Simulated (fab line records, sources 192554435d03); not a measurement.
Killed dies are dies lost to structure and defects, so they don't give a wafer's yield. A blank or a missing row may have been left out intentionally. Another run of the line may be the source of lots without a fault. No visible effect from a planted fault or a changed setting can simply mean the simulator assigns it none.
Matching of chambers | flow n5_finfet | 4 sister chambers for N5_HKMG_FIN_ETCH_32 on rie_diel-06
The step etches SOC in N2/H2, target depth 240 nm, time 300 s. 4 wafers are shown with their chamber, then 10 later ones without.

== WAFERS WITH THEIR CHAMBER ==
wafer  | chamber | showerhead_plenum_p_Torr (Torr)
L083.6 | 0       | 2.71
L089.1 | 3       | 2.55
L090.2 | 2       | 2.50
L090.4 | 1       | 2.60

== WAFERS WHOSE CHAMBER IS MISSING ==
wafer  | showerhead_plenum_p_Torr (Torr)
L090.6 | 2.70
L093.4 | 2.50
L093.5 | 2.60
L093.6 | 2.70
L094.1 | 2.55
L094.4 | 2.55
L094.6 | 2.69
L097.2 | 2.60
L097.5 | 2.59
L097.6 | 2.50

== WHICH CHAMBER EACH WENT THROUGH ==
wafer  | from the rows above | in truth
L090.6 | 0                   | 0
L093.4 | 2                   | 2
L093.5 | 1                   | 1
L093.6 | 0                   | 0
L094.1 | 3                   | 3
L094.4 | 3                   | 3
L094.6 | 0                   | 0
L097.2 | 1                   | 1
L097.5 | 1                   | 1
L097.6 | 2                   | 2
Correctly placed: 10 of 10. Not placeable from these rows: 0. 0 placed wrongly.
How it was worked out, from the rows above alone: a wafer's distance from a chamber is the root of the sum, over the readings, of the square of ((its reading less the chamber's mean) divided by the reading's scatter). The wafer belongs to the nearest chamber; if the next one is less than 2 further off, it can't be placed. For every chamber, the mean is computed from those of its wafers that are shown. The scatter: root of mean squared gap, hidden wafer to nearest shown wafer, with one shown wafer a chamber.
